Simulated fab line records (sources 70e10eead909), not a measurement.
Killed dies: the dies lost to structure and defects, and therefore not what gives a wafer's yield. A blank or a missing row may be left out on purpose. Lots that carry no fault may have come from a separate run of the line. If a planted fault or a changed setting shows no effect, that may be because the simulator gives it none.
fab line records	flow nandHarc	part 1 of 2: steps 1 to 19 of 27
record lots=5	wafers=15	lastDay=24
route steps=1159 shown A_CONTACT@933
lots with no fault: from the same line, run without faults
startH: start of the lot's first displayed wafer, in hours after the record's first day	waitH: time in hours since the lot's previous step	" identical to the entry in the row above	L1.1+2: a single row standing in for several wafers	- either no value or no given start	* or withheld: withheld	< > ~ a bound
route shown NAME@n: names a module that has steps shown in the file, with the first one's number in the route	usual: mean/standard deviation of fault-free wafers	same: alike in all rows	chamber/n: place in a boat	sites: each site's reading	_std_site: the standard deviation of these	_edge_site: mean of outer sites minus mean of inner sites	radiusMm: how far each site lies from the wafer's centre	mask NAME#n: copy n	behind: tool/chamber where the wafer was last shaped	hold: cause of the lot's hold/its duration in hours/its outcome	device: transistor that didn't switch, given as n, p or np	end of line: tests run on the same wafers once the route is complete	for a step that has no rows: nothing shown but its recipe	killed: at the first sort, the dies lost to defects and structure; wafer yield is something else	map: the dies of a wafer, with x for killed, . for not killed, _ for no die there
set.NAME: the setting as run; set.NAME@STEP: as run at that earlier step	model.NAME: the simulator's own value behind a step, which no gauge read
certain route steps with their lots: each step a table, each wafer a row
services: from which hour (startH, from the record's first day; less than 0 if before it) a tool's chamber was out of use, for how many hours, and why
## steps
# step NHARC_A_CONTACT_PEB_06
# recipe pebTempC=100	pebTimeS=65
# same pebTimeS=65
lot.wafer	tool	chamber	startH	waitH
L079.1+5+6	lithoTrack-01	0	407.82	0.1
L080.1+5+6	lithoTrack-06	0	411.82	0.1
L081.3+5+6	lithoTrack-01	0	417.70	0.0
L092.3+4+5	lithoTrack-01	0	498.64	0.0
L095.2+3+5	lithoTrack-04	0	523.60	0.1
# step NHARC_A_CONTACT_DEVELOP_07
# recipe developTimeS=35	devTempC=23
# same developTimeS=35
lot.wafer	tool	chamber	startH	waitH
L079.1+5+6	lithoTrack-01	0	-	-
L080.1+5+6	lithoTrack-06	0	-	-
L081.3+5+6	lithoTrack-01	0	-	-
L092.3+4+5	lithoTrack-01	0	-	-
L095.2+3+5	lithoTrack-04	0	-	-
# step NHARC_A_CONTACT_CD_MEAS_08
# recipe targetCdNm=100	landingEnergyEv=500
# usual cdNm=100.1/0.42
lot.wafer	tool	chamber	startH	waitH	cdNm
L079.1	cdSem-01	0	407.89	-	100.3
L079.5	"	0	"	"	100.1
L079.6	"	0	"	"	100.3
L080.1	cdSem-02	0	411.90	-	100.7
L080.5	"	0	"	"	100.6
L080.6	"	0	"	"	100.6
L081.3	cdSem-03	0	417.78	-	99.9
L081.5	"	0	"	"	100.0
L081.6	"	0	"	"	99.5
L092.3	cdSem-03	0	498.72	-	100.8
L092.4	"	0	"	"	100.6
L092.5	"	0	"	"	100.4
L095.2	cdSem-03	0	523.68	-	99.6
L095.3	"	0	"	"	100.4
L095.5	"	0	"	"	99.9
# step NHARC_A_CONTACT_OVL_MEAS_09
# usual overlayXNm=-0.4/0.83	overlayYNm=0.0/0.84
lot.wafer	tool	chamber	startH	waitH	overlayXNm	overlayYNm
L079.1	overlay-01	-	407.98	-	-0.5	0.0
L079.5	"	-	"	"	0.0	0.2
L079.6	"	-	"	"	0.3	-0.6
L080.1	overlay-02	-	411.98	-	0.0	-1.2
L080.5	"	-	"	"	-0.3	-0.8
L080.6	"	-	"	"	-0.1	-1.0
L081.3	overlay-02	-	417.87	-	-0.4	0.0
L081.5	"	-	"	"	-0.8	-0.4
L081.6	"	-	"	"	-0.3	-0.3
L092.3	overlay-01	-	498.81	-	1.1	-0.2
L092.4	"	-	"	"	1.4	0.2
L092.5	"	-	"	"	1.2	0.0
L095.2	overlay-02	-	523.76	-	-0.1	-1.2
L095.3	"	-	"	"	-0.1	-1.3
L095.5	"	-	"	"	-0.4	-1.4
# step NHARC_A_CONTACT_INSPECT_10
# usual rawDefectCount=29/15
lot.wafer	tool	chamber	startH	waitH	rawDefectCount
L079.1	defectInspect-02	-	408.02	0.0	25
L079.5	"	-	"	"	30
L079.6	"	-	"	"	20
L080.1	defectInspect-02	-	412.02	0.0	32
L080.5	"	-	"	"	39
L080.6	"	-	"	"	35
L081.3	defectInspect-02	-	417.90	0.0	6
L081.5	"	-	"	"	12
L081.6	"	-	"	"	14
L092.3	defectInspect-01	-	498.85	0.0	51
L092.4	"	-	"	"	51
L092.5	"	-	"	"	47
L095.2	defectInspect-02	-	523.80	0.0	19
L095.3	"	-	"	"	19
L095.5	"	-	"	"	13
# step NHARC_A_CONTACT_DESCUM_13
# recipe timeS=3	o2FlowSccm=200	arFlowSccm=0	biasPowerW=0	chemistry=O2
# usual drypumpMotorCurrentA=6.0/0.37	oesProductAu=1.004/0.0064	rfVppV=58.0/0.89	showerheadPlenumPTorr=1.94/0.082	throttleValvePct=11.311/0.009
lot.wafer	tool	chamber	startH	waitH	drypumpMotorCurrentA	oesProductAu	rfHoursCounterH	rfVppV	showerheadPlenumPTorr	throttleValvePct
L079.1	rieDiel-11	3	408.11	0.1	6.5	1.012	9	57.5	1.78	11.304
L079.5	"	0	"	"	6.0	1.002	-	57.1	1.95	11.308
L079.6	"	1	"	"	6.2	1.007	-	58.1	1.98	11.331
L080.1	rieDiel-05	0	412.08	0.1	6.3	0.992	13	57.5	1.99	11.309
L080.5	"	0	"	"	6.3	1.008	-	56.3	1.99	11.326
L080.6	"	1	"	"	5.3	1.010	-	59.2	2.01	11.309
L081.3	rieDiel-11	0	417.99	0.1	6.0	1.002	11	58.4	1.95	11.311
L081.5	"	1	"	"	6.2	1.013	-	58.1	1.97	11.319
L081.6	"	2	"	"	5.8	0.995	-	58.4	1.89	11.319
L092.3	rieDiel-05	2	498.92	0.1	6.2	0.999	28	58.4	1.97	11.306
L092.5	"	2	"	"	6.2	0.990	-	58.0	1.97	11.316
L092.4	"	0	"	"	6.3	0.999	-	59.4	1.99	11.306
L095.2	rieDiel-11	1	524.13	0.3	6.2	1.006	54	58.2	1.96	11.313
L095.3	"	0	"	"	6.0	1.003	53	57.2	1.93	11.323
L095.5	"	2	"	"	5.8	0.987	-	56.7	1.88	11.308
# step NHARC_A_CONTACT_ETCH_88
# recipe targetDepthA=390	overEtchFrac=0.3	timeS=65	ionEnergyEv=80	cf4FlowSccm=150	arFlowSccm=0	rfW=300	biasW=100	chemistry=CF4
# usual drypumpMotorCurrentA=6.0/0.38	oesProductAu=1.004/0.0075	rfVppV=151.6/1.2	showerheadPlenumPTorr=1.79/0.07	throttleValvePct=13.283/0.009
lot.wafer	tool	chamber	startH	waitH	drypumpMotorCurrentA	oesProductAu	rfHoursCounterH	rfVppV	showerheadPlenumPTorr	throttleValvePct
L079.1	rieDiel-11	2	408.17	0.1	5.8	0.996	10	150.5	1.75	13.286
L079.5	"	1	"	"	6.2	1.007	-	151.6	1.82	13.268
L079.6	"	2	"	"	5.8	0.991	-	150.9	1.75	13.284
L080.1	rieDiel-05	3	412.18	0.1	5.9	1.011	13	151.0	1.86	13.275
L080.5	"	1	"	"	5.3	1.009	-	150.5	1.85	13.280
L080.6	"	2	"	"	6.2	1.005	-	152.3	1.82	13.272
L081.3	rieDiel-11	3	418.06	0.1	6.5	1.000	11	150.5	1.65	13.285
L081.5	"	1	"	"	6.1	1.006	-	151.7	1.82	13.265
L081.6	"	2	"	"	5.8	0.998	-	149.6	1.75	13.283
L092.3	rieDiel-05	2	499.02	0.1	6.2	0.992	28	151.7	1.81	13.270
L092.4	"	2	"	"	6.2	1.003	-	150.8	1.81	13.285
L092.5	"	0	"	"	6.3	1.000	-	154.2	1.83	13.279
L095.2	rieDiel-11	3	524.28	0.1	6.5	1.007	52	149.1	1.64	13.294
L095.3	"	0	"	"	6.0	1.000	53	151.5	1.78	13.271
L095.5	"	1	"	"	6.1	1.008	-	152.1	1.81	13.293
# step NHARC_A_CONTACT_ETCH_89
# recipe targetDepthA=2600	overEtchFrac=0.3	timeS=475.3	ionEnergyEv=200	n2FlowSccm=150	h2FlowSccm=150	arFlowSccm=0	rfW=400	biasW=150	chemistry=N2/H2
# usual drypumpMotorCurrentA=6.0/0.36	oesProductAu=1.003/0.0071	rfVppV=431.4/2.6	showerheadPlenumPTorr=2.08/0.088	throttleValvePct=14.172/0.0089
lot.wafer	tool	chamber	startH	waitH	drypumpMotorCurrentA	oesProductAu	rfHoursCounterH	rfVppV	showerheadPlenumPTorr	throttleValvePct
L079.1	rieDiel-11	3	-	-	6.5	1.002	9	425.7	1.89	14.179
L079.6	"	3	"	"	6.6	1.008	-	426.7	1.89	14.189
L079.5	"	0	"	"	6.0	0.999	-	430.8	2.08	14.184
L080.1	rieDiel-05	2	-	-	6.2	1.001	13	432.9	2.10	14.161
L080.6	"	1	"	"	5.3	0.995	-	431.6	2.15	14.177
L080.5	"	2	"	"	6.2	0.995	-	431.2	2.10	14.178
L081.3	rieDiel-11	0	-	-	6.0	1.006	11	431.1	2.08	14.157
L081.5	"	2	"	"	5.9	0.994	-	428.9	2.01	14.168
L081.6	"	3	"	"	6.6	1.020	-	426.3	1.89	14.164
L092.3	rieDiel-05	1	-	-	5.3	1.008	29	432.7	2.14	14.173
L092.5	"	2	"	"	6.2	0.993	-	432.4	2.10	14.182
L092.4	"	0	"	"	6.3	0.995	-	433.6	2.12	14.160
L095.3	rieDiel-11	2	-	-	5.9	0.993	54	430.4	2.00	14.171
L095.2	"	3	"	"	6.5	1.009	52	425.3	1.88	14.177
L095.5	"	3	"	"	6.5	1.001	-	426.6	1.88	14.178
# step NHARC_A_CONTACT_ETCH_30
# recipe targetDepthA=605	timeS=30.2	cf4FlowSccm=100	chf3FlowSccm=30	arFlowSccm=0	rfW=500	biasW=200	chemistry=CF4/CHF3
# usual chf3FlowSccm=29.99/0.086	drypumpMotorCurrentA=6.0/0.37	oesProductAu=0.933/0.0096	rfVppV=371.3/2.2	showerheadPlenumPTorr=1.60/0.062	throttleValvePct=16.803/0.0097
lot.wafer	tool	chamber	startH	waitH	chf3FlowSccm	drypumpMotorCurrentA	oesProductAu	rfHoursCounterH	rfVppV	showerheadPlenumPTorr	throttleValvePct
L079.1	rieDiel-11	0	-	-	30.09	6.0	0.920	9	372.0	1.60	16.815
L079.6	"	3	"	"	29.96	6.5	0.936	-	367.5	1.47	16.813
L079.5	"	0	"	"	29.95	6.0	0.926	-	371.4	1.60	16.802
L080.1	rieDiel-05	1	-	-	30.02	5.3	0.935	13	373.3	1.65	16.797
L080.6	"	0	"	"	30.15	6.3	0.926	-	372.8	1.64	16.802
L080.5	"	1	"	"	29.95	5.3	0.919	-	372.0	1.65	16.811
L081.3	rieDiel-11	0	-	-	29.99	6.0	0.929	11	371.4	1.60	16.812
L081.5	"	1	"	"	29.98	6.2	0.933	-	370.7	1.62	16.801
L081.6	"	2	"	"	29.99	5.8	0.928	-	371.8	1.56	16.817
L092.3	rieDiel-05	2	-	-	29.96	6.2	0.928	28	373.0	1.61	16.805
L092.5	"	0	"	"	29.97	6.3	0.929	-	372.7	1.63	16.790
L092.4	"	1	"	"	29.92	5.3	0.926	-	372.9	1.65	16.807
L095.3	rieDiel-11	1	-	-	30.22	6.2	0.938	55	371.9	1.61	16.803
L095.2	"	3	"	"	29.92	6.5	0.927	52	366.4	1.46	16.794
L095.5	"	2	"	"	30.03	5.9	0.916	-	371.0	1.54	16.807
# step NHARC_A_CONTACT_ETCH_31
# recipe targetDepthA=20000	overEtchFrac=0.3	timeS=520	ionEnergyEv=150	o2FlowSccm=400	cosFlowSccm=20	arFlowSccm=0	rfW=500	biasW=300	chemistry=O2/COS
# usual drypumpMotorCurrentA=6.0/0.37	oesProductAu=1.004/0.0072	rfVppV=314.8/1.9	showerheadPlenumPTorr=3.17/0.13	throttleValvePct=28.330/0.0097
lot.wafer	tool	chamber	startH	waitH	drypumpMotorCurrentA	oesProductAu	rfHoursCounterH	rfVppV	showerheadPlenumPTorr	throttleValvePct
L079.1	rieDiel-11	3	-	-	6.5	1.005	10	312.5	2.91	28.328
L079.5	"	3	"	"	6.5	1.021	-	311.4	2.91	28.316
L079.6	"	0	"	"	6.0	1.008	-	315.2	3.17	28.314
L080.1	rieDiel-05	1	-	-	5.3	1.004	13	317.5	3.28	28.324
L080.5	"	3	"	"	5.9	0.996	-	315.8	3.28	28.328
L080.6	"	0	"	"	6.3	1.005	-	315.8	3.25	28.315
L081.3	rieDiel-11	2	-	-	5.8	1.015	13	314.3	3.09	28.332
L081.5	"	2	"	"	5.9	0.995	-	313.5	3.09	28.311
L081.6	"	3	"	"	6.5	1.012	-	311.3	2.91	28.329
L092.3	rieDiel-05	2	-	-	6.2	1.005	28	314.4	3.20	28.336
L092.5	"	0	"	"	6.3	1.008	-	313.8	3.24	28.302
L092.4	"	2	"	"	6.2	1.010	-	314.9	3.20	28.337
L095.2	rieDiel-11	2	-	-	5.9	0.992	54	311.3	3.07	28.325
L095.3	"	3	"	"	6.5	1.009	52	311.4	2.89	28.328
L095.5	"	2	"	"	5.8	0.995	-	314.2	3.06	28.338
# step NHARC_A_CONTACT_ETCH_134
# recipe sourceW=withheld	pressureMtorr=20	biasV=withheld	timeS=140	targetDepthA=7000	arFlowSccm=withheld	c4f8FlowSccm=withheld	o2FlowSccm=withheld	chemistry=C4F8/O2/Ar
lot.wafer	tool	chamber	startH	waitH	rfHoursCounterH
L079.1	harCapEtch-02	1	409.12	-	16
L079.5	"	0	"	"	-
L079.6	"	1	"	"	-
L080.1	harCapEtch-03	0	413.09	-	90
L080.6	"	0	"	"	-
L080.5	"	1	"	"	-
L081.3	harCapEtch-02	1	419.06	-	-
L081.5	"	0	"	"	-
L081.6	"	1	"	"	-
L092.3	harCapEtch-02	0	500.18	-	-
L092.4	"	1	"	"	-
L092.5	"	0	"	"	-
L095.2	harCapEtch-03	0	525.32	-	109
L095.3	"	1	"	"	-
L095.5	"	0	"	"	-
# step NHARC_A_CONTACT_ETCH_135
# recipe sourceW=withheld	pressureMtorr=20	biasV=3000	timeS=132	targetDepthA=12870	arFlowSccm=withheld	c4f8FlowSccm=withheld	o2FlowSccm=withheld	chemistry=C4F8/O2/Ar
lot.wafer	tool	chamber	startH	waitH	rfHoursCounterH
L079.1	harCapEtch-02	1	409.37	0.2	16
L079.5	"	0	"	"	-
L079.6	"	1	"	"	-
L080.1	harCapEtch-03	0	413.28	0.2	90
L080.6	"	0	"	"	-
L080.5	"	1	"	"	-
L081.3	harCapEtch-02	1	419.22	0.1	-
L081.5	"	0	"	"	-
L081.6	"	1	"	"	-
L092.3	harCapEtch-02	0	500.36	0.1	-
L092.4	"	1	"	"	-
L092.5	"	0	"	"	-
L095.2	harCapEtch-03	0	525.52	0.2	109
L095.3	"	1	"	"	-
L095.5	"	0	"	"	-
# step NHARC_A_CONTACT_ETCH_136
# recipe sourceW=withheld	pressureMtorr=20	biasV=3000	timeS=132	targetDepthA=12870	arFlowSccm=withheld	c4f8FlowSccm=withheld	o2FlowSccm=withheld	chemistry=C4F8/O2/Ar
lot.wafer	tool	chamber	startH	waitH	rfHoursCounterH
L079.1	harCapEtch-02	1	409.53	0.1	16
L079.5	"	0	"	"	-
L079.6	"	1	"	"	-
L080.1	harCapEtch-03	0	413.41	0.1	90
L080.6	"	0	"	"	-
L080.5	"	1	"	"	-
L081.3	harCapEtch-02	1	419.34	0.1	-
L081.5	"	0	"	"	-
L081.6	"	1	"	"	-
L092.3	harCapEtch-02	0	500.48	0.1	-
L092.4	"	1	"	"	-
L092.5	"	0	"	"	-
L095.2	harCapEtch-03	0	525.64	0.1	109
L095.3	"	1	"	"	-
L095.5	"	0	"	"	-
# step NHARC_A_CONTACT_ETCH_137
# recipe sourceW=withheld	pressureMtorr=20	biasV=3000	timeS=132	targetDepthA=12870	arFlowSccm=withheld	c4f8FlowSccm=withheld	o2FlowSccm=withheld	chemistry=C4F8/O2/Ar
lot.wafer	tool	chamber	startH	waitH	rfHoursCounterH
L079.1	harCapEtch-02	1	409.70	0.1	16
L079.5	"	0	"	"	-
L079.6	"	1	"	"	-
L080.1	harCapEtch-03	0	413.53	0.1	90
L080.6	"	0	"	"	-
L080.5	"	1	"	"	-
L081.3	harCapEtch-02	1	419.47	0.1	-
L081.5	"	0	"	"	-
L081.6	"	1	"	"	-
L092.3	harCapEtch-02	0	500.60	0.1	-
L092.4	"	1	"	"	-
L092.5	"	0	"	"	-
L095.2	harCapEtch-03	0	525.76	0.1	109
L095.3	"	1	"	"	-
L095.5	"	0	"	"	-
# step NHARC_A_CONTACT_ETCH_138
# recipe sourceW=withheld	pressureMtorr=20	biasV=3000	timeS=132	targetDepthA=12890	arFlowSccm=withheld	c4f8FlowSccm=withheld	o2FlowSccm=withheld	chemistry=C4F8/O2/Ar
lot.wafer	tool	chamber	startH	waitH	rfHoursCounterH
L079.1	harCapEtch-02	1	409.86	0.1	16
L079.5	"	0	"	"	-
L079.6	"	1	"	"	-
L080.1	harCapEtch-03	0	413.65	0.1	90
L080.6	"	0	"	"	-
L080.5	"	1	"	"	-
L081.3	harCapEtch-02	1	419.59	0.1	-
L081.5	"	0	"	"	-
L081.6	"	1	"	"	-
L092.3	harCapEtch-02	0	500.72	0.1	-
L092.4	"	1	"	"	-
L092.5	"	0	"	"	-
L095.2	harCapEtch-03	0	525.89	0.1	109
L095.3	"	1	"	"	-
L095.5	"	0	"	"	-
# step NHARC_A_CONTACT_ETCH_139
# recipe sourceW=withheld	pressureMtorr=20	biasV=400	timeS=137	targetDepthA=5900	arFlowSccm=withheld	c4f8FlowSccm=11.5	o2FlowSccm=7.2	chemistry=C4F8/O2/Ar
lot.wafer	tool	chamber	startH	waitH	rfHoursCounterH
L079.1	harCapEtch-02	1	410.05	0.2	16
L079.5	"	0	"	"	-
L079.6	"	1	"	"	-
L080.1	harCapEtch-03	0	413.77	0.1	91
L080.6	"	0	"	"	-
L080.5	"	1	"	"	-
L081.3	harCapEtch-02	1	419.76	0.2	-
L081.5	"	0	"	"	-
L081.6	"	1	"	"	-
L092.3	harCapEtch-02	0	500.88	0.1	-
L092.4	"	1	"	"	-
L092.5	"	0	"	"	-
L095.2	harCapEtch-03	0	526.01	0.1	110
L095.3	"	1	"	"	-
L095.5	"	0	"	"	-
# step NHARC_A_CONTACT_ETCH_92
# recipe targetDepthA=400	overEtchFrac=0.5	timeS=85.7	ionEnergyEv=120	ch3fFlowSccm=50	o2FlowSccm=30	arFlowSccm=200	rfW=500	biasW=100	chemistry=CH3F/O2
# usual drypumpMotorCurrentA=6.0/0.37	oesProductAu=0.95/0.032	rfVppV=245.1/1.5	showerheadPlenumPTorr=2.51/0.093	throttleValvePct=20.662/0.009
lot.wafer	tool	chamber	startH	waitH	drypumpMotorCurrentA	oesProductAu	rfHoursCounterH	rfVppV	showerheadPlenumPTorr	throttleValvePct
L079.1	rieDiel-05	2	410.52	0.4	6.2	0.92	13	246.7	2.53	20.662
L079.5	"	3	"	"	5.9	0.94	-	247.6	2.59	20.656
L079.6	"	0	"	"	6.3	0.91	-	244.5	2.56	20.658
L080.1	rieDiel-05	2	414.18	0.4	6.2	0.94	13	245.0	2.53	20.663
L080.5	"	2	"	"	6.2	0.93	-	244.7	2.53	20.665
L080.6	"	3	"	"	5.9	0.93	-	245.3	2.59	20.659
L081.3	rieDiel-05	1	420.08	0.3	5.3	0.93	13	245.1	2.58	20.670
L081.5	"	3	"	"	5.9	0.92	-	247.2	2.59	20.675
L081.6	"	0	"	"	6.3	0.93	-	246.8	2.56	20.664
L092.3	rieDiel-05	1	501.23	0.3	5.3	0.93	29	246.3	2.58	20.665
L092.5	"	0	"	"	6.4	0.93	-	244.9	2.55	20.645
L092.4	"	2	"	"	6.2	0.92	-	245.9	2.52	20.668
L095.2	rieDiel-11	2	526.41	0.4	5.9	0.92	55	243.4	2.41	20.656
L095.3	"	3	"	"	6.5	0.93	53	242.1	2.27	20.654
L095.5	"	3	"	"	6.5	0.94	-	241.9	2.27	20.662
# step NHARC_A_CONTACT_ETCH_98
# recipe targetDepthA=200	overEtchFrac=0.5	timeS=10	ionEnergyEv=250	c4f6FlowSccm=25	o2FlowSccm=20	arFlowSccm=500	rfW=600	biasW=500	chemistry=C4F6/O2
# usual drypumpMotorCurrentA=6.0/0.37	oesProductAu=0.965/0.024	rfVppV=548.9/2.7	showerheadPlenumPTorr=4.02/0.13	throttleValvePct=26.904/0.0094
lot.wafer	tool	chamber	startH	waitH	drypumpMotorCurrentA	oesProductAu	rfHoursCounterH	rfVppV	showerheadPlenumPTorr	throttleValvePct
L079.1	rieDiel-05	1	-	-	5.3	0.946	13	551.8	4.11	26.891
L079.6	"	1	"	"	5.3	0.944	-	551.5	4.11	26.910
L079.5	"	2	"	"	6.3	0.942	-	547.4	4.03	26.888
L080.1	rieDiel-05	0	-	-	6.3	0.949	14	550.8	4.07	26.890
L080.6	"	3	"	"	5.9	0.957	-	550.6	4.11	26.928
L080.5	"	0	"	"	6.3	0.951	-	551.5	4.07	26.904
L081.3	rieDiel-05	1	-	-	5.3	0.940	13	550.7	4.11	26.908
L081.6	"	2	"	"	6.2	0.941	-	549.5	4.03	26.914
L081.5	"	3	"	"	5.9	0.950	-	551.5	4.11	26.898
L092.3	rieDiel-05	1	501.60	0.4	5.3	0.979	29	551.2	4.10	26.901
L092.4	"	0	"	"	6.4	0.976	-	549.4	4.06	26.905
L092.5	"	2	"	"	6.2	0.981	-	548.8	4.02	26.900
L095.3	rieDiel-11	2	-	-	5.9	0.970	55	545.9	3.85	26.893
L095.2	"	3	"	"	6.6	0.971	53	540.8	3.65	26.910
L095.5	"	1	"	"	6.2	0.970	-	548.9	4.01	26.893
# step NHARC_A_CONTACT_CD_MEAS_15
# usual cdNm=90.0/0.56
lot.wafer	tool	chamber	startH	waitH	cdNm
L079.1	cdSem-03	-	410.69	-	88.9
L079.5	"	-	"	"	89.8
L079.6	"	-	"	"	89.1
L080.1	cdSem-03	-	414.39	-	90.0
L080.5	"	-	"	"	89.5
L080.6	"	-	"	"	90.3
L081.3	cdSem-02	-	420.27	-	90.3
L081.5	"	-	"	"	90.6
L081.6	"	-	"	"	89.7
L092.3	cdSem-01	-	501.70	-	91.0
L092.4	"	-	"	"	91.5
L092.5	"	-	"	"	90.7
L095.2	cdSem-03	-	526.63	-	90.4
L095.3	"	-	"	"	91.0
L095.5	"	-	"	"	90.8
